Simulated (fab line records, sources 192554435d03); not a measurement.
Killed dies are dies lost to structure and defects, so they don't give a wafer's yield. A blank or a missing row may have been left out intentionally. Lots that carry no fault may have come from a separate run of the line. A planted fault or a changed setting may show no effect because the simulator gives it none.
The same fault as seen by 2 desks + flow n5 finfet + only its own numbers are on each desk; what lay behind them is given at the end

## FOR THE TOOL OWNER'S DESK: litho track-03
The tool's own readings at N5_DUMMY_GATE_COAT_28 (time 60 s, resist thk 10 nm): means of the sampled wafers that have a number, for each lot that ran on this tool. The brackets show how far a lot's mean lies from the usual mean; more than 4 standard deviations puts the lot out of limits, marked OUT.
Columns: A = spin speed rpm at N5_DUMMY_GATE_COAT_28, usual 1500.1 rpm
| lot  | first seen here | A                        |
|------|-----------------|--------------------------|
| L752 | day 5 06:06     | 1499.9                   |
| L754 | day 5 15:53     | 1500.3                   |
| L757 | day 6 09:36     | 1501.2                   |
| L763 | day 7 21:41     | 1301.9 (-99 or more) OUT |
| L766 | day 8 18:29     | 1301.5 (-99 or more) OUT |
This desk's finding: out of limits on L763, L766; first on L763, day 7 21:41 (spin speed rpm at N5_DUMMY_GATE_COAT_28). In limits: L752, L754, L757.

## THE METROLOGY DESK
What the gauges read, lot by lot, whatever tool the lot ran on: means of the sampled wafers that have a number. The brackets show how far a lot's mean lies from the usual mean; more than 4 standard deviations puts the lot out of limits, marked OUT.
Columns: A = GATE_OVL at N5_DUMMY_GATE_OVL_MEAS_16, usual -0.7 nm
| lot  | first seen here | A    |
|------|-----------------|------|
| L743 | day 3 00:09     | -0.0 |
| L745 | day 3 11:08     | -0.7 |
| L747 | day 3 22:35     | -0.7 |
| L748 | day 4 04:16     | 0.7  |
| L750 | day 4 19:44     | -1.4 |
| L752 | day 5 06:24     | -0.8 |
| L753 | day 5 14:15     | -0.7 |
| L754 | day 5 16:19     | -1.2 |
| L755 | day 5 22:02     | -1.2 |
| L757 | day 6 09:54     | -0.6 |
| L758 | day 6 15:31     | -0.7 |
| L763 | day 7 22:09     | -0.2 |
| L766 | day 8 18:55     | -1.1 |
This desk found nothing out of limits on any of the 13 lots.

## BROUGHT TOGETHER
At day 7 21:41, on L763, L766, the tool owner's desk was in a position to raise an alarm.
Nothing out of limits was seen by the metrology desk.
The metrology desk holds a record of L763, L766, inside its limits.
Every lot named ran N5_DUMMY_GATE_COAT_28 on litho track-03.

## WHAT THE SIMULATOR HAD INSERTED
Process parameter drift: litho track-03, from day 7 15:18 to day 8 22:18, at N5_DUMMY_GATE_COAT_28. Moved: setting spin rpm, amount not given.
Shown lots that were struck: L763, L766.
Each desk's first reading out of limits, in hours after the fault started: the tool owner's desk, 6.
